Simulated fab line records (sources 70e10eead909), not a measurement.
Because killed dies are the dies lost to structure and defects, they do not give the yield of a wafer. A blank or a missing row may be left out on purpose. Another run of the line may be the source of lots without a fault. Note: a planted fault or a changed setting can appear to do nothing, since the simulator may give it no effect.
fab line records -- flow nand_harc
record: lots: 13, wafers: 39, last_day: 31
route steps=1302 shown A_BONDPAD@1227 THIN_TSV@1261 END@1302
lots with no fault: from the same line, run without faults
start_h: the number of hours between the record's first day and the start of the first shown wafer of the lot -- wait_h: hours elapsed since this lot's preceding step -- " as in the row above -- L1.1+2: one row covering several wafers at once -- - no value, or no start was given -- * or withheld: withheld -- < > ~ a bound
route shown NAME@n: NAME is a module with steps in the file, n the number in the route of the first one -- usual: average and standard deviation across the fault-free wafers -- same: alike in all rows -- chamber/n: place in a boat -- sites: the reading at each site -- _std_site: the standard deviation of these -- _edge_site: mean of outer sites minus mean of inner sites -- radius_mm: for every site, how far away it sits from the centre of the wafer -- mask NAME#n: copy n -- behind: tool/chamber where the wafer was last shaped -- hold: cause of the lot's hold/its duration in hours/its outcome -- device: whichever transistor did not switch (one of n, p or np) -- end of line: the route-end tests of the same wafers -- a step with no rows: only its recipe -- killed: not the wafer's yield, but the dies lost to structure and defects at the first sort -- map: dies across one wafer; x = killed, . = not, _ = none there
set.NAME: the setting that was run; set.NAME@STEP: the one run at that earlier step -- model.NAME: the simulator's own value behind a step, which no gauge read
a sample of lots followed through the steps of the route, with each step as a table and each wafer as a row
services: from which hour (start_h, from the record's first day; less than 0 if before it) a tool's chamber was out of use, for how many hours, and why
== steps ==
step: NHARC_A_BONDPAD_PVD_17
recipe: target_thk_a: 50, bias_v: 168.6, power_w: 15000, chamber_pressure_pa: 0.12, time_s: 8.06, substrate_temp_c: 50, material: TaN
usual: throttle_valve_pct: 30.0/1.1
same: time_s: 8.06
lot.wafer,tool,chamber,start_h,wait_h,throttle_valve_pct
L454.4,pvd_sputter-01,-,-,-,29.5
L454.1,pvd_sputter-01,-,-,-,30.3
L454.5,pvd_sputter-01,-,-,-,29.2
L453.1,pvd_sputter-03,-,-,-,29.9
L453.3,pvd_sputter-03,-,-,-,29.8
L453.5,pvd_sputter-03,-,-,-,29.2
L457.3,pvd_sputter-01,-,-,-,29.3
L457.1,pvd_sputter-01,-,-,-,30.3
L457.6,pvd_sputter-01,-,-,-,29.1
L458.3,pvd_sputter-03,-,-,-,30.0
L458.6,pvd_sputter-03,-,-,-,29.9
L458.5,pvd_sputter-03,-,-,-,29.9
L459.2,pvd_sputter-02,-,-,-,31.2
L459.1,pvd_sputter-02,-,-,-,30.4
L459.3,pvd_sputter-02,-,-,-,30.6
L460.2,pvd_sputter-02,-,-,-,30.7
L460.4,pvd_sputter-02,-,-,-,30.7
L460.5,pvd_sputter-02,-,-,-,30.6
L462.1,pvd_sputter-01,-,-,-,30.8
L462.2,pvd_sputter-01,-,-,-,32.0
L462.5,pvd_sputter-01,-,-,-,30.8
L463.3,pvd_sputter-02,-,-,-,31.0
L463.4,pvd_sputter-02,-,-,-,30.9
L463.5,pvd_sputter-02,-,-,-,31.2
L464.1,pvd_sputter-01,-,-,-,32.1
L464.3,pvd_sputter-01,-,-,-,29.8
L464.2,pvd_sputter-01,-,-,-,30.6
L467.4,pvd_sputter-01,-,-,-,32.1
L467.1,pvd_sputter-01,-,-,-,27.9
L467.5,pvd_sputter-01,-,-,-,30.5
L466.3,pvd_sputter-03,-,-,-,29.2
L466.2,pvd_sputter-03,-,-,-,30.0
L466.5,pvd_sputter-03,-,-,-,30.1
L468.4,pvd_sputter-01,-,-,-,28.1
L468.2,pvd_sputter-01,-,-,-,30.0
L468.5,pvd_sputter-01,-,-,-,28.1
L470.2,pvd_sputter-02,-,-,-,31.4
L470.4,pvd_sputter-02,-,-,-,30.5
L470.5,pvd_sputter-02,-,-,-,31.4
step: NHARC_A_BONDPAD_PVD_27
recipe: target_thk_a: 300, chamber_pressure_pa: 5, power_w: 5000, substrate_temp_c: 30, time_s: 20.49, material: Cu
usual: throttle_valve_pct: 30.2/1
same: time_s: 20.49
lot.wafer,tool,chamber,start_h,wait_h,throttle_valve_pct
L454.1,pvd_sputter-01,-,-,-,32.1
L454.4,pvd_sputter-01,-,-,-,28.8
L454.5,pvd_sputter-01,-,-,-,30.4
L453.3,pvd_sputter-03,-,-,-,30.0
L453.1,pvd_sputter-03,-,-,-,29.1
L453.5,pvd_sputter-03,-,-,-,30.0
L457.1,pvd_sputter-01,-,-,-,29.0
L457.3,pvd_sputter-01,-,-,-,30.4
L457.6,pvd_sputter-01,-,-,-,29.0
L458.3,pvd_sputter-03,-,-,-,29.9
L458.5,pvd_sputter-03,-,-,-,29.8
L458.6,pvd_sputter-03,-,-,-,29.3
L459.3,pvd_sputter-02,-,-,-,31.0
L459.1,pvd_sputter-02,-,-,-,30.6
L459.2,pvd_sputter-02,-,-,-,31.2
L460.2,pvd_sputter-02,-,-,-,30.7
L460.4,pvd_sputter-02,-,-,-,30.9
L460.5,pvd_sputter-02,-,-,-,30.5
L462.2,pvd_sputter-01,-,-,-,30.6
L462.1,pvd_sputter-01,-,-,-,27.9
L462.5,pvd_sputter-01,-,-,-,30.7
L463.3,pvd_sputter-02,-,-,-,31.1
L463.4,pvd_sputter-02,-,-,-,30.9
L463.5,pvd_sputter-02,-,-,-,30.9
L464.2,pvd_sputter-01,-,-,-,32.0
L464.1,pvd_sputter-01,-,-,-,28.2
L464.3,pvd_sputter-01,-,-,-,30.7
L467.4,pvd_sputter-01,-,-,-,31.7
L467.1,pvd_sputter-01,-,-,-,28.0
L467.5,pvd_sputter-01,-,-,-,28.4
L466.2,pvd_sputter-03,-,-,-,30.1
L466.3,pvd_sputter-03,-,-,-,29.7
L466.5,pvd_sputter-03,-,-,-,30.1
L468.4,pvd_sputter-01,-,-,-,29.5
L468.2,pvd_sputter-01,-,-,-,30.8
L468.5,pvd_sputter-01,-,-,-,30.6
L470.2,pvd_sputter-02,-,-,-,31.3
L470.4,pvd_sputter-02,-,-,-,30.7
L470.5,pvd_sputter-02,-,-,-,31.2
step: NHARC_THIN_TSV_DESCUM_14
recipe: time_s: 3, o2_flow_sccm: 200, ar_flow_sccm: 0, bias_power_w: 0, chemistry: O2
usual: drypump_motor_current_A: 5.9/0.44, oes_product_au: 1.001/0.011, rf_vpp_V: 57.9/0.91, showerhead_plenum_p_Torr: 1.93/0.098, throttle_valve_pct: 11.313/0.0085
same: time_s: 3
lot.wafer,tool,chamber,start_h,wait_h,drypump_motor_current_A,oes_product_au,rf_hours_counter_h,rf_vpp_V,showerhead_plenum_p_Torr,throttle_valve_pct
L454.1,rie_diel-13,2,557.93,-,5.5,0.996,2.8,57.7,1.77,11.308
L454.4,rie_diel-13,3,557.93,-,6.3,0.986,2.8,58.5,2.03,11.326
L454.5,rie_diel-13,1,557.93,-,6.4,1.007,-,57.8,1.94,11.312
L453.3,rie_diel-09,1,565.09,-,6.3,1.009,2.1,58.0,1.94,11.325
L453.1,rie_diel-09,2,565.09,-,6.0,0.997,3.0,58.4,2.05,11.307
L453.5,rie_diel-09,1,565.09,-,6.3,1.018,-,58.0,1.94,11.304
L457.3,rie_diel-10,3,575.58,-,5.7,1.000,4.9,56.1,1.80,11.304
L457.1,rie_diel-10,0,575.58,-,5.8,0.988,5.3,57.7,1.78,11.330
L457.6,rie_diel-10,2,575.58,-,4.7,0.976,-,57.3,2.03,11.318
L458.3,rie_diel-10,3,576.62,-,5.7,1.018,5.2,58.0,1.80,11.295
L458.6,rie_diel-10,1,576.62,-,5.8,0.993,-,56.8,1.95,11.305
L458.5,rie_diel-10,2,576.62,-,4.8,0.991,-,56.4,2.03,11.305
L459.3,rie_diel-09,0,595.91,-,6.1,0.988,3.7,59.1,1.86,11.299
L459.1,rie_diel-09,1,595.91,-,6.3,1.017,3.7,58.2,1.94,11.328
L459.2,rie_diel-09,3,595.91,-,5.9,1.005,4.1,57.8,2.06,11.309
L460.4,rie_diel-10,1,612.75,-,5.8,1.004,0.6,58.4,1.95,11.316
L460.2,rie_diel-10,2,612.75,-,4.8,0.999,1.0,58.1,2.03,11.316
L460.5,rie_diel-10,0,612.75,-,5.8,1.005,-,57.8,1.78,11.316
L462.2,rie_diel-13,0,648.15,-,5.4,1.012,7.2,58.5,1.85,11.320
L462.1,rie_diel-13,2,648.15,-,5.4,0.987,8.8,58.3,1.77,11.312
L462.5,rie_diel-13,1,648.15,-,6.3,1.018,-,58.0,1.94,11.305
L464.1,rie_diel-13,0,653.18,-,5.4,1.013,7.4,56.4,1.85,11.297
L464.2,rie_diel-13,1,653.18,-,6.4,1.024,9.0,58.1,1.94,11.322
L464.3,rie_diel-13,2,653.18,-,5.5,1.005,9.2,56.9,1.77,11.318
L463.4,rie_diel-13,2,654.50,-,5.5,0.997,9.4,58.0,1.77,11.326
L463.3,rie_diel-13,3,654.50,-,6.3,0.994,8.8,57.8,2.03,11.297
L463.5,rie_diel-13,0,654.50,-,5.4,1.008,-,57.7,1.85,11.309
L467.1,rie_diel-13,1,682.92,-,6.3,1.019,11.6,58.1,1.94,11.305
L467.4,rie_diel-13,3,682.92,-,6.3,0.995,10.3,57.9,2.03,11.324
L467.5,rie_diel-13,2,682.92,-,5.5,1.007,-,58.0,1.77,11.316
L466.2,rie_diel-09,0,691.26,-,6.1,1.004,0.2,57.3,1.86,11.325
L466.3,rie_diel-09,1,691.26,-,6.3,0.995,0.3,57.8,1.94,11.323
L466.5,rie_diel-09,1,691.26,-,6.3,0.999,-,59.7,1.94,11.314
L468.2,rie_diel-09,3,699.66,-,5.9,1.008,0.7,57.8,2.06,11.315
L468.4,rie_diel-09,0,699.66,-,6.1,1.010,0.7,57.7,1.86,11.320
L468.5,rie_diel-09,3,699.66,-,5.9,1.001,-,58.5,2.06,11.311
L470.4,rie_diel-09,3,715.98,-,5.9,0.999,1.7,57.0,2.06,11.311
L470.2,rie_diel-09,1,715.98,-,6.3,0.995,2.1,56.4,1.94,11.317
L470.5,rie_diel-09,3,715.98,-,5.9,0.997,-,57.9,2.06,11.300
step: NHARC_THIN_TSV_STRIP_62
recipe: power_w: 1500, temp_c: 250, time_s: 20, chemistry: N2/H2
usual: drypump_motor_current_A: 5.6/0.33, heater_power_w: 350/30, time_s: 20/0
lot.wafer,tool,chamber,start_h,wait_h,drypump_motor_current_A,heater_power_w,rf_hours_counter_h,time_s
L454.1,plasma_asher-02,1,560.42,-,6.1,361,25,20
L454.4,plasma_asher-02,1,560.42,-,6.1,359,-,20
L454.5,plasma_asher-02,0,560.42,-,5.3,410,-,20
L453.1,plasma_asher-01,1,567.57,-,5.7,323,9,20
L453.3,plasma_asher-01,0,567.57,-,5.4,336,-,20
L453.5,plasma_asher-01,0,567.57,-,5.4,328,-,20
L457.1,plasma_asher-02,1,578.04,-,6.1,351,30,20
L457.3,plasma_asher-02,1,578.04,-,6.1,355,-,20
L457.6,plasma_asher-02,0,578.04,-,5.3,395,-,20
L458.3,plasma_asher-02,0,579.08,-,5.4,406,-,20
L458.6,plasma_asher-02,0,579.08,-,5.3,411,-,20
L458.5,plasma_asher-02,1,579.08,-,6.1,355,-,20
L459.2,plasma_asher-02,1,598.36,-,6.1,348,34,20
L459.1,plasma_asher-02,0,598.36,-,5.4,402,34,20
L459.3,plasma_asher-02,0,598.36,-,5.3,395,-,20
L460.2,plasma_asher-01,0,615.19,-,5.3,331,20,20
L460.4,plasma_asher-01,1,615.19,-,5.7,314,-,20
L460.5,plasma_asher-01,0,615.19,-,5.3,328,-,20
L462.1,plasma_asher-01,1,650.61,-,5.7,317,26,20
L462.2,plasma_asher-01,0,650.61,-,5.4,334,26,20
L462.5,plasma_asher-01,0,650.61,-,5.4,329,-,20
L464.2,plasma_asher-02,0,655.60,-,5.4,385,9,20
L464.1,plasma_asher-02,1,655.60,-,6.2,347,9,20
L464.3,plasma_asher-02,0,655.60,-,5.3,401,-,20
L463.4,plasma_asher-02,1,656.95,-,6.2,348,-,20
L463.3,plasma_asher-02,0,656.95,-,5.3,397,-,20
L463.5,plasma_asher-02,1,656.95,-,6.1,335,-,20
L467.1,plasma_asher-02,0,685.36,-,5.4,383,15,20
L467.4,plasma_asher-02,0,685.36,-,5.3,396,-,20
L467.5,plasma_asher-02,0,685.36,-,5.3,400,-,20
L466.2,plasma_asher-02,1,693.71,-,-,-,-,-
L466.3,plasma_asher-02,1,693.71,-,-,-,-,-
L466.5,plasma_asher-02,1,693.71,-,-,-,-,-
L468.2,plasma_asher-02,1,702.10,-,-,-,-,-
L468.4,plasma_asher-02,0,702.10,-,-,-,-,-
L468.5,plasma_asher-02,1,702.10,-,-,-,-,-
L470.2,plasma_asher-01,0,718.45,-,-,-,-,-
L470.4,plasma_asher-01,1,718.45,-,-,-,-,-
L470.5,plasma_asher-01,0,718.45,-,-,-,-,-
step: NHARC_END_SORT_01
recipe: temp_c: 25
usual: defect_limited_yield: 90.1/2.6, killed_at_array: 63/17, killed_at_other: 0.8/1.1, killed_at_periphery: 3.5/3, killed_dies: 67/17, killed_open: 3.1/1.6, killed_short: 2.6/1.4
same: gross_dies: 677
lot.wafer,tool,chamber,start_h,wait_h,defect_limited_yield[%],killed_at_array,killed_at_other,killed_at_periphery,killed_dies,killed_open,killed_short
L466.2,prober-01,0,706.80,2.8,85.5,80,12,6,98,9,6
L466.3,prober-01,0,707.58,3.1,87.6,72,6,6,84,6,3
L466.5,prober-01,0,709.16,3.7,86.7,77,6,7,90,8,3
L468.2,prober-02,0,716.33,2.8,89.1,60,12,2,74,15,2
L468.4,prober-02,0,717.92,3.4,90.3,51,8,7,66,7,3
L468.5,prober-02,0,718.71,3.7,91.1,51,6,3,60,5,5
L470.2,prober-01,0,732.87,2.8,91.3,46,6,7,59,8,4
L470.4,prober-01,0,734.46,3.4,90.7,51,10,2,63,9,6
L470.5,prober-01,0,735.25,3.7,89.7,64,5,1,70,6,6
killed by level:class
L466.2 A_SLIT:chamber_film_flake=39 A_CHANNEL_HOLE_D1:chamber_film_flake=27 THIN_TSV:geometric_particle:open=7 A_CONTACT:chamber_film_flake=5 THIN_TSV:geometric_particle:short=2 P_STI:chamber_film_flake=2 P_BONDPAD:chamber_film_flake=2 A_WL_FILL:chamber_film_flake=2
L466.3 A_SLIT:chamber_film_flake=31 A_CHANNEL_HOLE_D1:chamber_film_flake=24 THIN_TSV:geometric_particle:open=4 A_DECK1_JOINT:chamber_film_flake=3 A_WL_FILL:chamber_film_flake=3 P_STI:chamber_film_flake=2 A_STAIRCASE:chamber_film_flake=2 A_CONTACT:chamber_film_flake=2
L466.5 A_SLIT:chamber_film_flake=37 A_CHANNEL_HOLE_D1:chamber_film_flake=28 THIN_TSV:geometric_particle:open=6 P_STI:chamber_film_flake=3 A_CONTACT:chamber_film_flake=2 P_GATE:chamber_film_flake=2 A_CHANNEL_FILL_D1:chamber_film_flake=2 A_DECK1_JOINT:chamber_film_flake=2
L468.2 A_CHANNEL_HOLE_D2:chamber_film_flake=18 A_CONTACT:chamber_film_flake=15 THIN_TSV:geometric_particle:open=10 A_CHANNEL_HOLE_D1:chamber_film_flake=10 A_SLIT:chamber_film_flake=8 A_ZERO_WELL:chamber_film_flake=2 THIN_TSV:chamber_film_flake=2 P_CONTACT:geometric_particle:short=1
L468.4 A_CHANNEL_HOLE_D2:chamber_film_flake=21 A_CHANNEL_HOLE_D1:chamber_film_flake=11 THIN_TSV:geometric_particle:open=6 A_SLIT:chamber_film_flake=5 A_CONTACT:chamber_film_flake=5 P_ZERO_WELL:chamber_film_flake=3 A_STAIRCASE:chamber_film_flake=2 THIN_TSV:chamber_film_flake=2
L468.5 A_CONTACT:chamber_film_flake=15 A_CHANNEL_HOLE_D2:chamber_film_flake=14 A_CHANNEL_HOLE_D1:chamber_film_flake=11 A_STAIRCASE:chamber_film_flake=4 THIN_TSV:geometric_particle:open=3 A_SLIT:chamber_film_flake=3 THIN_TSV:geometric_particle:short=2 P_BONDPAD:chamber_film_flake=2
L470.2 A_CHANNEL_HOLE_D1:chamber_film_flake=27 A_CONTACT:chamber_film_flake=7 THIN_TSV:geometric_particle:open=6 A_STAIRCASE:chamber_film_flake=6 A_DECK1_JOINT:chamber_film_flake=3 P_M0:geometric_particle:short=2 P_GATE:geometric_particle:short=1 P_CONTACT:geometric_particle:open=1
L470.4 A_CHANNEL_HOLE_D1:chamber_film_flake=34 THIN_TSV:geometric_particle:open=6 A_CONTACT:chamber_film_flake=6 A_STAIRCASE:chamber_film_flake=5 THIN_TSV:geometric_particle:short=3 A_SLIT:chamber_film_flake=2 P_GATE:geometric_particle:short=1 P_M1:geometric_particle:open=1
L470.5 A_CHANNEL_HOLE_D1:chamber_film_flake=34 A_STAIRCASE:chamber_film_flake=9 A_CONTACT:chamber_film_flake=7 THIN_TSV:geometric_particle:open=3 A_SLIT:chamber_film_flake=3 A_ONON_D1:geometric_particle:short=2 A_DECK1_JOINT:chamber_film_flake=2 THIN_TSV:chamber_film_flake=2
== services ==
tool,chamber,start_h,hours,kind
pvd_sputter-03,-,526.02,10.0,pm
rie_diel-13,0,531.70,7.2,repair
rie_diel-10,3,534.37,9.1,repair
pvd_sputter-03,-,554.30,3.0,repair
pvd_sputter-01,-,582.09,10.0,pm
rie_diel-10,-,596.50,9.0,pm
rie_diel-13,-,600.70,1.2,repair
plasma_asher-02,-,603.00,9.0,pm
plasma_asher-02,0,603.00,9.0,vent_cycle
plasma_asher-02,1,603.00,9.0,vent_cycle
plasma_asher-02,0,612.00,-,clean
plasma_asher-02,1,612.00,-,clean
pvd_sputter-02,-,638.11,10.0,pm
pvd_sputter-03,-,640.88,3.3,repair
rie_diel-09,0,641.39,4.7,repair
pvd_sputter-02,-,661.96,8.5,repair
rie_diel-10,-,672.69,11.3,repair
rie_diel-09,-,674.10,9.0,pm
pvd_sputter-01,-,681.36,0.6,repair
pvd_sputter-03,-,682.98,3.2,repair
rie_diel-13,0,684.95,7.3,repair
pvd_sputter-03,-,686.98,22.1,repair
plasma_asher-01,-,696.00,9.0,pm
rie_diel-13,-,696.29,9.0,pm
== key ==
first_sign: step: NHARC_THIN_TSV_STRIP_62, reading: tool_record, direction: missing
effect: step: NHARC_END_SORT_01, reading: killed_at_other, direction: up, sigmas: 6.4, usual: 0.8, struck: 7.9
met_at NHARC_THIN_TSV_STRIP_62
struck_lots L466,L468,L470
not_acting_at NHARC_A_BONDPAD_PVD_17,NHARC_A_BONDPAD_PVD_27,NHARC_THIN_TSV_DESCUM_14
onset_between 685.36 693.71
fault: kind: skipped_step_whole, tool: plasma_asher-01,plasma_asher-02, chamber: -, onset_h: 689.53, steps: NHARC_THIN_TSV_STRIP_62, scope: struck_lots_only
